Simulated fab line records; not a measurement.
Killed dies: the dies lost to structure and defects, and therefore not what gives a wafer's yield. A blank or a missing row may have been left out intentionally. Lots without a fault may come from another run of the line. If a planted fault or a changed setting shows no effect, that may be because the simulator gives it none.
Split-lot study -- flow n5 finfet -- route with 1938 steps; 7 lots, 21 wafers read

## THE SPLIT ITSELF
At N5_MOL_CONTACT_COAG_CVD_140 (deposits W, target thk 66.5 nm, time 215 s), the setting target thk a was moved away from the recipe's 665 angstrom on 6 of the 21 wafers read, by -10.4% to +7.3%. For the rest of the wafers, this setting stayed at what the recipe calls for.

The reading is taken at the split's own step.

## THE READING
W_of_MOL_CONTACT_COAG_CVD_140.thk nm (the simulator's own value, which no gauge read), in nm, at N5_MOL_CONTACT_COAG_CVD_140 (deposits W, target thk 66.5 nm, time 215 s). The file gives no usual value for it. Here, 15 wafers ran the recipe; their average is 66.2 nm with a standard deviation of 0.33 nm.

wafer,"tool, chamber at the split","target thk a as run, angstrom",against the recipe,"W_of_MOL_CONTACT_COAG_CVD_140.thk nm, nm",against lot-mates on the recipe
L082.1,"cvd w-01, 1",713.8,+7.3%,71.8,no lot-mate on the recipe
L082.2,"cvd w-01, 0",713.8,+7.3%,71.6,no lot-mate on the recipe
L082.3,"cvd w-01, 0",713.8,+7.3%,72,no lot-mate on the recipe
L083.4,"cvd w-02, 1",665,recipe,66.4,-
L083.5,"cvd w-02, 0",665,recipe,66,-
L083.6,"cvd w-02, 1",665,recipe,66.2,-
L087.2,"cvd w-02, 1",633,-4.8%,64.4,-2.6
L087.5,"cvd w-02, 1",633,-4.8%,64.2,-2.8
L087.6,"cvd w-02, 0",665,recipe,67,-
L088.2,"cvd w-01, 0",665,recipe,66,-
L088.6,"cvd w-01, 0",665,recipe,66,-
L088.5,"cvd w-01, 1",595.8,-10.4%,59.6,-6.4
L089.1,"cvd w-01, 1,0",665,recipe,66.4,-
L089.6,"cvd w-01, 1,0",665,recipe,66.4,-
L089.5,"cvd w-01, 1",665,recipe,65.8,-
L093.1,"cvd w-02, 0",665,recipe,65.8,-
L093.3,"cvd w-02, 1",665,recipe,66,-
L093.5,"cvd w-02, 0",665,recipe,66.6,-
L094.1,"cvd w-02, 0",665,recipe,65.8,-
L094.4,"cvd w-02, 0",665,recipe,66,-
L094.5,"cvd w-02, 1",665,recipe,66.4,-
If several chambers appear in one row, that row covers several wafers at once and the file leaves open which wafer was in which chamber.

THE FIT
A straight line over all 21 wafers: W_of_MOL_CONTACT_COAG_CVD_140.thk nm changes by +0.664 nm for each +1% of target thk a; r = +0.98; the points scatter about the line by 0.54 nm.
The same after taking each lot's own level away (the mean of its wafers on the recipe; 18 wafers): +0.601 nm for each +1%; r = +0.99; scatter 0.25 nm.
On that fit, the largest move of target thk a shifts the reading by 6.2 nm.
From 66.00 to 67.00 nm: that is the span of the lots' own levels, equal to 3.0 times the standard deviation above.
In other words, the slope is changed by the lot-to-lot level; the two fits disagree.
Check: -5.84 nm against its lot-mates is what the line predicts for one of the wafers moved furthest among these (-10.4%) when that wafer is left out of the fit. Against them it came out at -6.4 nm.

## THE OTHER SPLITS THESE WAFERS WENT THROUGH
These wafers also went through other splits before the reading. Each is held against what the fit with the lots' levels taken away leaves over:
other split on the same wafers,wafers away from the commonest value,r with W_of_MOL_CONTACT_COAG_CVD_140.thk nm (lot level and that fit taken away)
N5_MOL_CONTACT_COAG_ETCHBACK_136 target depth a,11,+0.16

## FILE'S OWN FIT
W_of_MOL_CONTACT_COAG_CVD_140.thk nm changes by +0.606 nm for each +1% of target thk a, r = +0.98.
